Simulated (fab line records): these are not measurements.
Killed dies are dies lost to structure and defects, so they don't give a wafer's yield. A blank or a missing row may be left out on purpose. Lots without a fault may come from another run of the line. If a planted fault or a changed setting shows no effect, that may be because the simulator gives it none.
Chamber matching / flow nand-harc / NHARC_A_WL_FILL_ALD_02 on ald-metal-04 has 4 sister chambers
The step deposits TiN, target thk 2 nm, pulse time 3 s, ald cycles 100. 4 wafers are shown with their chamber, then 9 later ones without.

## EACH WAFER AND ITS CHAMBER
wafer=L083.2; chamber=0; heater-power-w (W)=1225
wafer=L087.3; chamber=3; heater-power-w (W)=1147
wafer=L087.5; chamber=1; heater-power-w (W)=1125
wafer=L087.6; chamber=2; heater-power-w (W)=1065

## WAFERS WHOSE CHAMBER IS MISSING
wafer=L090.2; heater-power-w (W)=1194
wafer=L090.3; heater-power-w (W)=1092
wafer=L090.6; heater-power-w (W)=1136
wafer=L092.2; heater-power-w (W)=1090
wafer=L092.5; heater-power-w (W)=1091
wafer=L092.6; heater-power-w (W)=1116
wafer=L097.3; heater-power-w (W)=1154
wafer=L097.5; heater-power-w (W)=1147
wafer=L097.6; heater-power-w (W)=1144

## EACH ONE'S CHAMBER
wafer=L090.2; from the rows above=can't be placed: 0 or 3 or 1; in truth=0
wafer=L090.3; from the rows above=can't be placed: 2 or 1 or 3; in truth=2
wafer=L090.6; from the rows above=can't be placed: 1 or 3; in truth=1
wafer=L092.2; from the rows above=can't be placed: 2 or 1 or 3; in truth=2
wafer=L092.5; from the rows above=can't be placed: 2 or 1 or 3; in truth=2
wafer=L092.6; from the rows above=can't be placed: 1 or 3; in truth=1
wafer=L097.3; from the rows above=can't be placed: 3 or 1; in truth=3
wafer=L097.5; from the rows above=can't be placed: 3 or 1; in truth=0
wafer=L097.6; from the rows above=can't be placed: 3 or 1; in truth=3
0 of 9 placed correctly. Can't be placed from these rows: 9 (the true chamber is among the candidates in 8). Number placed wrongly: 0.
How it was worked out, from the rows above alone: a wafer's distance from a chamber is the root of the sum, over the readings, of the square of ((its reading less the chamber's mean) divided by the reading's scatter). If the next closest chamber is less than 2 further off than the closest, the wafer can't be placed; otherwise it belongs to the closest. For every chamber, the mean is computed from those of its wafers that are shown. The scatter: with one shown wafer a chamber, the root of the mean of the squares of how far each hidden wafer lies from its nearest shown one.
